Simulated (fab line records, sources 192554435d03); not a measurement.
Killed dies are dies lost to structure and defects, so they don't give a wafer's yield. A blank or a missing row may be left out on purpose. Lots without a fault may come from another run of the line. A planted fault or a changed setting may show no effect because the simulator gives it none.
fab line records | flow n5_finfet | part 1 of 2: steps 1 to 23 of 36
record lots=5 wafers=15 last_day=18
route steps=1938 shown PMOS_HMC_CHANNEL_EPI@76 FIN_SAQP@90
lots that met no fault: from a run of the same line without faults
start_h: hours from the record's first day to the start of the lot's first wafer shown | wait_h: hours since the lot's step before | " the same as in the row above | L1.1+2: a row that stands for several wafers | - no value, or no start given | * or withheld: withheld | < > ~ a bound
route shown NAME@n: a module of which the file shows steps, and the number in the route of the first | usual: mean/standard deviation of fault-free wafers | same: alike in all rows | chamber/n: place in a boat | sites: the reading at each site | _std_site: their standard deviation | _edge_site: outer sites' mean less inner sites' | radius_mm: how far each site lies from the wafer's centre | mask NAME#n: copy n | behind: the tool/chamber that last shaped the wafer | hold: why the lot was held/for how many hours/how that ended | device: the transistor (n, p or np) that didn't switch | end of line: the same wafers' tests at the end of the route | a step without rows: its recipe alone | killed: dies lost to structure and defects at the first sort, not the wafer's yield | map: a wafer's dies, x killed, . not, _ none there
set.NAME: the setting as run; set.NAME@STEP: as run at that earlier step | model.NAME: the simulator's own value behind a step, which no gauge read
lots at some steps of the route; a table a step, a row a wafer
services: from which hour (start_h, from the record's first day; less than 0 if before it) a tool's chamber was out of use, for how many hours, and why
## steps
# step N5_PMOS_HMC_CHANNEL_EPI_PRECLEAN_18
# recipe chemistry=DHF time_s=30 temp_c=25 dilution=withheld
# usual temp_c=25.00/0.11
# columns lot.wafer tool chamber start_h wait_h temp_c
L080.2 wet_bench-06 5 53.81 0.0 24.86
L080.4 " 4 " " 24.97
L080.6 " 3 " " 25.01
L089.2 wet_bench-02 5 108.16 0.0 25.17
L089.3 " 1 " " 25.02
L089.4 " 6 " " 25.01
L093.1 wet_bench-06 5 132.02 0.0 25.02
L093.5 " 4 " " 25.07
L093.6 " 0 " " 24.89
L096.2 wet_bench-06 2 150.42 0.0 24.92
L096.3 " 4 " " 24.96
L096.4 " 3 " " 24.91
L097.2 wet_bench-05 2 155.87 0.0 24.83
L097.4 " 3 " " 25.10
L097.6 " 6 " " 24.94
# step N5_PMOS_HMC_CHANNEL_EPI_SRD_19
# recipe dry=ipa_marangoni do_ppb=5 time_s=30 temp_c=23 rinse_liquid=diw
# usual temp_c=22.99/0.1
# columns lot.wafer tool chamber start_h wait_h temp_c
L080.2 wet_bench-06 5 53.81 0.0 23.07
L080.4 " 4 " " 22.92
L080.6 " 3 " " 23.02
L089.2 wet_bench-02 5 108.16 0.0 22.85
L089.3 " 1 " " 23.03
L089.4 " 6 " " 23.03
L093.1 wet_bench-06 5 132.03 0.0 23.15
L093.5 " 4 " " 22.99
L093.6 " 0 " " 22.84
L096.2 wet_bench-06 2 150.42 0.0 22.95
L096.3 " 4 " " 23.11
L096.4 " 3 " " 22.99
L097.2 wet_bench-05 2 155.88 0.0 23.09
L097.4 " 3 " " 22.93
L097.6 " 6 " " 23.22
# step N5_PMOS_HMC_CHANNEL_EPI_EPI_20
# recipe material=SiGe30 mask_material=SiO2 pressure_torr=20 target_thk_a=590 temp_c=600
# columns lot.wafer tool chamber start_h wait_h
L080.2+4+6 epi_rpcvd-04 0 54.13 0.3
L089.2+3+4 epi_rpcvd-02 0 108.41 0.2
L093.1+5+6 epi_rpcvd-02 0 132.08 0.0
L096.2+3+4 epi_rpcvd-04 0 150.67 0.2
L097.2+4+6 epi_rpcvd-02 0 156.13 0.2
# step N5_PMOS_HMC_CHANNEL_EPI_HM_STRIP_35
# recipe chemistry=dHF temp_c=25 material=SiO2 target=SiO2 target_depth_a=396 time_s=216
# usual temp_c=25.01/0.11
# columns lot.wafer tool chamber start_h wait_h temp_c
L080.2 wet_bench-02 2 55.50 1.1 25.04
L080.4 " 6 " " 25.03
L080.6 " 3 " " 24.95
L089.2 wet_bench-02 3 109.45 0.8 24.89
L089.3 " 2 " " 25.13
L089.4 " 6 " " 25.00
L093.1 wet_bench-06 2 133.31 1.0 25.09
L093.5 " 6 " " 25.02
L093.6 " 3 " " 24.89
L096.2 wet_bench-06 3 151.71 0.8 25.13
L096.3 " 5 " " 25.19
L096.4 " 4 " " 25.03
L097.2 wet_bench-02 6 157.17 0.8 24.81
L097.4 " 2 " " 24.98
L097.6 " 1 " " 24.88
# step N5_PMOS_HMC_CHANNEL_EPI_SRD_39
# recipe dry=ipa_marangoni time_s=30 temp_c=23 rinse_liquid=diw
# usual temp_c=23.00/0.1
# columns lot.wafer tool chamber start_h wait_h temp_c
L080.2 wet_bench-02 2 55.56 0.0 22.86
L080.4 " 6 " " 23.06
L080.6 " 3 " " 22.93
L089.2 wet_bench-02 3 109.51 0.0 22.71
L089.3 " 2 " " 22.88
L089.4 " 6 " " 22.95
L093.1 wet_bench-06 2 133.38 0.0 22.96
L093.5 " 6 " " 22.99
L093.6 " 3 " " 23.11
L096.2 wet_bench-06 3 151.77 0.0 23.21
L096.3 " 5 " " 23.11
L096.4 " 4 " " 22.83
L097.2 wet_bench-02 6 157.23 0.0 22.91
L097.4 " 2 " " 22.85
L097.6 " 1 " " 22.96
# step N5_PMOS_HMC_CHANNEL_EPI_CMP_21
# recipe material=SiGe30 post_cmp_clean=alkaline_brush target_thk_nm=54
# usual motor_current_A=12.6/0.72
# columns lot.wafer tool chamber start_h wait_h motor_current_A
L080.4 cmp-01 3 55.64 0.1 12.5
L080.2 " 0 " " 14.2
L080.6 " 3 " " 12.4
L089.2 cmp-04 1 109.55 0.0 11.6
L089.3 " 3 " " 12.3
L089.4 " 0 " " 11.7
L093.1 cmp-02 0 133.53 0.1 14.0
L093.6 " 1 " " 12.5
L093.5 " 2 " " 13.9
L096.2 cmp-02 3 151.81 0.0 11.5
L096.3 " 0 " " 13.8
L096.4 " 1 " " 12.6
L097.2 cmp-01 1 157.27 0.0 12.9
L097.4 " 3 " " 12.0
L097.6 " 2 " " 12.5
# step N5_PMOS_HMC_CHANNEL_EPI_THK_MEAS_22
# recipe reads=SiGe30_of_PMOS_HMC_CHANNEL_EPI_EPI_20
# usual HMC_CMP_THK=53.9/0.65
# columns lot.wafer tool chamber start_h wait_h HMC_CMP_THK[nm]
L080.2 film_metro-01 - 55.89 - 55.1
L080.4 " - " " 54.4
L080.6 " - " " 53.8
L089.2 film_metro-02 - 109.84 - 54.5
L089.3 " - " " 54.7
L089.4 " - " " 54.4
L093.1 film_metro-02 - 133.71 - 52.4
L093.5 " - " " 53.4
L093.6 " - " " 54.7
L096.2 film_metro-02 - 152.10 - 54.4
L096.3 " - " " 53.6
L096.4 " - " " 54.0
L097.2 film_metro-01 - 157.56 - 53.5
L097.4 " - " " 54.0
L097.6 " - " " 54.8
# step N5_PMOS_HMC_CHANNEL_EPI_PRECLEAN_40
# recipe chemistry=DHF time_s=30 temp_c=25 dilution=withheld
# usual temp_c=25.00/0.11
# columns lot.wafer tool chamber start_h wait_h temp_c
L080.2 wet_bench-05 4 55.92 0.0 25.08
L080.4 " 7 " " 25.10
L080.6 " 6 " " 25.05
L089.2 wet_bench-06 2 109.87 0.0 25.08
L089.3 " 6 " " 25.16
L089.4 " 7 " " 24.98
L093.1 wet_bench-05 1 133.74 0.0 25.05
L093.5 " 0 " " 25.11
L093.6 " 2 " " 25.08
L096.2 wet_bench-05 7 152.13 0.0 24.95
L096.3 " 0 " " 24.76
L096.4 " 3 " " 24.99
L097.2 wet_bench-06 3 157.59 0.0 24.92
L097.4 " 1 " " 24.96
L097.6 " 4 " " 24.94
# step N5_PMOS_HMC_CHANNEL_EPI_PRECLEAN_37
# recipe chemistry=O3/DIW time_s=45 temp_c=22 o3_ppm=10
# usual temp_c=22.00/0.11
# columns lot.wafer tool chamber start_h wait_h temp_c
L080.2 wet_bench-05 4 55.93 0.0 21.99
L080.4 " 7 " " 22.10
L080.6 " 6 " " 22.06
L089.2 wet_bench-06 2 109.88 0.0 22.06
L089.3 " 6 " " 22.11
L089.4 " 7 " " 22.03
L093.1 wet_bench-05 1 133.75 0.0 21.93
L093.5 " 0 " " 21.99
L093.6 " 2 " " 21.74
L096.2 wet_bench-05 7 152.14 0.0 22.01
L096.3 " 0 " " 21.95
L096.4 " 3 " " 21.95
L097.2 wet_bench-06 3 157.60 0.0 22.01
L097.4 " 1 " " 21.93
L097.6 " 4 " " 21.86
# step N5_PMOS_HMC_CHANNEL_EPI_PRECLEAN_24
# recipe chemistry=DHF time_s=30 temp_c=25 dilution=withheld
# usual temp_c=25.02/0.1
# columns lot.wafer tool chamber start_h wait_h temp_c
L080.2 wet_bench-05 4 55.94 0.0 24.99
L080.4 " 7 " " 25.03
L080.6 " 6 " " 25.17
L089.2 wet_bench-06 2 109.90 0.0 24.97
L089.3 " 6 " " 25.07
L089.4 " 7 " " 25.01
L093.1 wet_bench-05 1 133.76 0.0 24.83
L093.5 " 0 " " 25.32
L093.6 " 2 " " 24.92
L096.2 wet_bench-05 7 152.16 0.0 25.08
L096.3 " 0 " " 24.99
L096.4 " 3 " " 24.93
L097.2 wet_bench-06 3 157.62 0.0 25.09
L097.4 " 1 " " 25.02
L097.6 " 4 " " 25.10
# step N5_PMOS_HMC_CHANNEL_EPI_SRD_25
# recipe dry=ipa_marangoni do_ppb=5 time_s=30 temp_c=23 rinse_liquid=diw
# usual temp_c=23.00/0.1
# columns lot.wafer tool chamber start_h wait_h temp_c
L080.2 wet_bench-05 4 55.95 0.0 23.02
L080.4 " 7 " " 23.21
L080.6 " 6 " " 23.00
L089.2 wet_bench-06 2 109.91 0.0 23.10
L089.3 " 6 " " 22.96
L089.4 " 7 " " 23.10
L093.1 wet_bench-05 1 133.77 0.0 22.94
L093.5 " 0 " " 23.00
L093.6 " 2 " " 22.98
L096.2 wet_bench-05 7 152.16 0.0 22.91
L096.3 " 0 " " 22.84
L096.4 " 3 " " 23.07
L097.2 wet_bench-06 3 157.63 0.0 22.88
L097.4 " 1 " " 23.07
L097.6 " 4 " " 23.07
# step N5_PMOS_HMC_CHANNEL_EPI_EPI_26
# recipe material=Si target_thk_a=38 temp_c=650 precursor=SiH4/H2 pressure_torr=20 time_s=22.7
# usual throttle_valve_pct=11.4/0.42
# columns lot.wafer tool chamber start_h wait_h throttle_valve_pct
L080.2 epi_rpcvd-01 0 56.09 0.1 11.1
L080.4 " 0 " " 11.3
L080.6 " 0 " " 11.5
L089.2 epi_rpcvd-04 0 110.01 0.1 11.7
L089.3 " 0 " " 11.8
L089.4 " 0 " " 11.6
L093.1 epi_rpcvd-04 0 133.82 0.0 11.8
L093.5 " 0 " " 11.9
L093.6 " 0 " " 11.9
L096.2 epi_rpcvd-04 0 152.27 0.1 12.0
L096.3 " 0 " " 11.7
L096.4 " 0 " " 11.7
L097.2 epi_rpcvd-01 0 157.73 0.1 11.5
L097.4 " 0 " " 11.5
L097.6 " 0 " " 11.2
# step N5_PMOS_HMC_CHANNEL_EPI_INSPECT_30
# recipe inspect_instrument=darkfield mode=post_epi
# usual raw_defect_count=18/7
# columns lot.wafer tool chamber start_h wait_h raw_defect_count
L080.2 defect_inspect-01 - 56.61 0.0 20
L080.4 " - " " 17
L080.6 " - " " 10
L089.2 defect_inspect-01 - 110.33 0.0 19
L089.3 " - " " 17
L089.4 " - " " 22
L093.1 defect_inspect-02 - 134.19 0.0 14
L093.5 " - " " 27
L093.6 " - " " 19
L096.2 defect_inspect-02 - 152.60 0.0 37
L096.3 " - " " 27
L096.4 " - " " 36
L097.2 defect_inspect-01 - 158.05 0.0 7
L097.4 " - " " 33
L097.6 " - " " 9
# step N5_FIN_SAQP_PRECLEAN_42
# recipe chemistry=O3/DIW time_s=60 temp_c=22 o3_ppm=10
# usual temp_c=21.99/0.11
# columns lot.wafer tool chamber start_h wait_h temp_c
L080.2 wet_bench-04 2 56.64 0.0 21.80
L080.4 " 4 " " 21.86
L080.6 " 7 " " 22.06
L089.2 wet_bench-03 3 110.36 0.0 22.04
L089.3 " 0 " " 22.06
L089.4 " 6 " " 22.17
L093.1 wet_bench-01 6 134.22 0.0 21.91
L093.5 " 0 " " 21.95
L093.6 " 1 " " 22.01
L096.2 wet_bench-01 5 152.62 0.0 21.86
L096.3 " 6 " " 22.06
L096.4 " 4 " " 22.03
L097.2 wet_bench-04 4 158.07 0.0 21.95
L097.4 " 6 " " 21.83
L097.6 " 3 " " 22.09
# step N5_FIN_SAQP_PRECLEAN_00
# recipe chemistry=SC1 time_s=60 temp_c=55 mix=1:2:50
# usual temp_c=55.00/0.12
# columns lot.wafer tool chamber start_h wait_h temp_c
L080.2 wet_bench-04 2 56.66 0.0 55.10
L080.4 " 4 " " 54.91
L080.6 " 7 " " 54.92
L089.2 wet_bench-03 3 110.37 0.0 55.19
L089.3 " 0 " " 55.18
L089.4 " 6 " " 55.23
L093.1 wet_bench-01 6 134.24 0.0 55.06
L093.5 " 0 " " 54.87
L093.6 " 1 " " 55.11
L096.2 wet_bench-01 5 152.64 0.0 54.90
L096.3 " 6 " " 54.91
L096.4 " 4 " " 54.92
L097.2 wet_bench-04 4 158.09 0.0 55.00
L097.4 " 6 " " 55.23
L097.6 " 3 " " 54.90
# step N5_FIN_SAQP_PRECLEAN_44
# recipe chemistry=SC2 time_s=45 temp_c=35 mix=1:1:50
# usual temp_c=35.01/0.11
# columns lot.wafer tool chamber start_h wait_h temp_c
L080.2 wet_bench-04 2 56.67 0.0 35.03
L080.4 " 4 " " 35.02
L080.6 " 7 " " 34.91
L089.2 wet_bench-03 3 110.39 0.0 35.29
L089.3 " 0 " " 35.09
L089.4 " 6 " " 34.99
L093.1 wet_bench-01 6 134.26 0.0 35.02
L093.5 " 0 " " 35.00
L093.6 " 1 " " 35.11
L096.2 wet_bench-01 5 152.66 0.0 34.91
L096.3 " 6 " " 34.98
L096.4 " 4 " " 34.73
L097.2 wet_bench-04 4 158.11 0.0 35.00
L097.4 " 6 " " 34.74
L097.6 " 3 " " 35.02
# step N5_FIN_SAQP_SRD_01
# recipe dry=ipa_marangoni time_s=30 temp_c=23 rinse_liquid=diw
# usual temp_c=23.01/0.11
# columns lot.wafer tool chamber start_h wait_h temp_c
L080.2 wet_bench-04 2 56.69 0.0 23.15
L080.4 " 4 " " 22.89
L080.6 " 7 " " 22.99
L089.2 wet_bench-03 3 110.40 0.0 23.09
L089.3 " 0 " " 23.06
L089.4 " 6 " " 22.98
L093.1 wet_bench-01 6 134.27 0.0 23.09
L093.5 " 0 " " 23.02
L093.6 " 1 " " 23.04
L096.2 wet_bench-01 5 152.67 0.0 22.97
L096.3 " 6 " " 23.15
L096.4 " 4 " " 23.10
L097.2 wet_bench-04 4 158.12 0.0 22.98
L097.4 " 6 " " 23.28
L097.6 " 3 " " 22.97
# step N5_FIN_SAQP_ALD_61
# recipe material=SiO2 target_thk_a=40 temp_c=300 ald_precursor_family=BDEAS ald_co_reactant=O2-plasma pulse_time_s=1 purge_time_s=2 co_reactant_purge_time_s=2 ald_cycles=43 pressure_torr=2
# usual heater_power_w=485/40 precursor_pulse_height_rel=0.998/0.02
# columns lot.wafer tool chamber start_h wait_h heater_power_w precursor_pulse_height_rel
L080.2 ald_sin-03 3 56.73 0.0 495 1.026
L080.4 " 0 " " 520 1.015
L080.6 " 2 " " 503 0.988
L089.2 ald_sin-03 1 111.52 1.1 483 0.988
L089.3 " 2 " " 496 1.044
L089.4 " 2 " " 517 1.020
L093.1 ald_sin-02 2 134.32 0.0 493 0.986
L093.5 " 0 " " 496 0.984
L093.6 " 3 " " 439 0.998
L096.2 ald_sin-03 3 153.66 1.0 460 0.985
L096.3 " 0 " " 497 1.004
L096.4 " 2 " " 505 0.998
L097.2 ald_sin-03 2 158.36 0.2 519 0.988
L097.4 " 0 " " 502 0.968
L097.6 " 0 " " 492 0.995
# step N5_FIN_SAQP_DENSIFY_62
# recipe temp_c=700 time_s=60 ambient=N2 idle_temp_c=600 ramp_up_c_per_s=150 ramp_down_c_per_s=60 cool_to_c=600
# usual lamp_power_pct=9.85/0.056 lamp_zone_2_pct=9.846/0.011 wafer_temp_C_max=703.3/0.6
# columns lot.wafer tool chamber start_h wait_h lamp_power_pct lamp_zone_2_pct wafer_temp_C_max
L080.2 rtp_anneal-02 0 56.97 0.1 9.81 9.843 703.1
L080.4 " 0 " " 9.86 9.857 702.2
L080.6 " 0 " " 9.92 9.846 702.9
L089.2 rtp_anneal-02 0 111.76 0.1 9.85 9.871 704.4
L089.3 " 0 " " 9.83 9.842 703.1
L089.4 " 0 " " 9.80 9.835 703.3
L093.1 rtp_anneal-01 0 134.52 0.1 9.92 9.837 704.0
L093.5 " 0 " " 9.88 9.850 703.0
L093.6 " 0 " " 9.88 9.840 702.7
L096.2 rtp_anneal-02 0 153.97 0.2 9.83 9.847 704.3
L096.3 " 0 " " 9.80 9.833 703.6
L096.4 " 0 " " 9.79 9.861 703.0
L097.2 rtp_anneal-02 0 158.59 0.1 9.92 9.835 703.3
L097.4 " 0 " " 9.81 9.843 704.0
L097.6 " 0 " " 9.88 9.854 703.4
# step N5_FIN_SAQP_HM_DEP_03
# recipe material=SiNx target_thk_a=380 temp_c=400 precursor=SiH4/NH3/N2 pressure_torr=1.5 rf_w=300 time_s=33.6
# usual heater_power_w=744/87 showerhead_plenum_p_Torr=5.14/0.054 throttle_valve_pct=40.7/1.6
# columns lot.wafer tool chamber start_h wait_h heater_power_w showerhead_plenum_p_Torr throttle_valve_pct
L080.2 pecvd-04 2 57.15 0.2 768 5.05 39.8
L080.4 " 2 " " 805 5.05 39.5
L080.6 " 1 " " 856 5.15 40.5
L089.2 pecvd-01 2 111.94 0.2 636 5.10 42.1
L089.3 " 0 " " 736 5.08 38.7
L089.4 " 1 " " 784 5.16 41.6
L093.1 pecvd-01 1 134.74 0.2 875 5.17 41.5
L093.5 " 2 " " 660 5.11 41.9
L093.6 " 0 " " 837 5.08 39.0
L096.2 pecvd-04 1 154.15 0.2 851 5.12 40.6
L096.3 " 2 " " 846 5.04 39.8
L096.4 " 1 " " 886 5.12 40.3
L097.2 pecvd-04 2 158.78 0.2 787 5.05 40.1
L097.4 " 0 " " 696 5.13 41.4
L097.6 " 1 " " 791 5.13 40.6
# step N5_FIN_SAQP_THK_MEAS_05
# usual thk_nm=38.1/0.46
# columns lot.wafer tool chamber start_h wait_h thk_nm
L080.2 film_metro-01 - 57.24 0.1 37.8
L080.4 " - " " 38.3
L080.6 " - " " 37.9
L089.2 film_metro-02 - 112.03 0.1 38.0
L089.3 " - " " 38.1
L089.4 " - " " 38.7
L093.1 film_metro-02 - 134.82 0.1 37.8
L093.5 " - " " 38.0
L093.6 " - " " 38.3
L096.2 film_metro-01 - 154.24 0.1 38.1
L096.3 " - " " 38.2
L096.4 " - " " 38.7
L097.2 film_metro-02 - 158.86 0.1 37.7
L097.4 " - " " 38.1
L097.6 " - " " 38.8
# step N5_FIN_SAQP_PECVD_47
# recipe material=a-Si target_thk_a=450 temp_c=400 precursor=SiH4/He pressure_torr=3 rf_w=100 time_s=36.3
# usual heater_power_w=831/83 showerhead_plenum_p_Torr=5.67/0.04 throttle_valve_pct=18.6/0.76
# columns lot.wafer tool chamber start_h wait_h heater_power_w showerhead_plenum_p_Torr throttle_valve_pct
L080.2 pecvd-03 2 57.28 0.0 734 5.72 17.8
L080.4 " 2 " " 747 5.72 17.4
L080.6 " 0 " " 788 5.71 20.1
L089.2 pecvd-04 2 112.06 0.0 870 5.60 18.2
L089.3 " 1 " " 892 5.67 18.6
L089.4 " 0 " " 787 5.66 18.9
L093.1 pecvd-03 1 134.86 0.0 887 5.73 18.1
L093.5 " 0 " " 725 5.70 19.9
L093.6 " 1 " " 902 5.73 18.2
L096.2 pecvd-01 0 154.28 0.0 891 5.62 17.7
L096.3 " 1 " " 914 5.69 18.6
L096.4 " 0 " " 896 5.62 17.7
L097.2 pecvd-03 1 158.90 0.0 966 5.72 18.1
L097.4 " 1 " " 954 5.72 18.0
L097.6 " 2 " " 725 5.71 18.1
# step N5_FIN_SAQP_PECVD_48
# recipe material=SiNx target_thk_a=250 temp_c=400 precursor=SiH4/NH3/N2 pressure_torr=1.5 rf_w=300 time_s=22.1
# usual heater_power_w=745/92 showerhead_plenum_p_Torr=5.14/0.052 throttle_valve_pct=40.7/1.7
# columns lot.wafer tool chamber start_h wait_h heater_power_w showerhead_plenum_p_Torr throttle_valve_pct
L080.2 pecvd-03 2 57.32 0.0 697 5.22 38.6
L080.4 " 2 " " 679 5.22 38.6
L080.6 " 0 " " 698 5.16 44.5
L089.2 pecvd-04 2 112.11 0.0 789 5.05 39.7
L089.3 " 1 " " 787 5.14 40.2
L089.4 " 0 " " 708 5.11 41.5
L093.1 pecvd-03 1 134.90 0.0 705 5.18 39.6
L093.5 " 0 " " 638 5.17 44.4
L093.6 " 1 " " 723 5.21 39.5
L096.2 pecvd-01 0 154.32 0.0 771 5.08 38.9
L096.3 " 1 " " 890 5.16 41.3
L096.4 " 0 " " 787 5.09 39.0
L097.2 pecvd-03 1 158.94 0.0 860 5.20 39.7
L097.4 " 1 " " 870 5.21 39.7
L097.6 " 2 " " 615 5.21 39.5
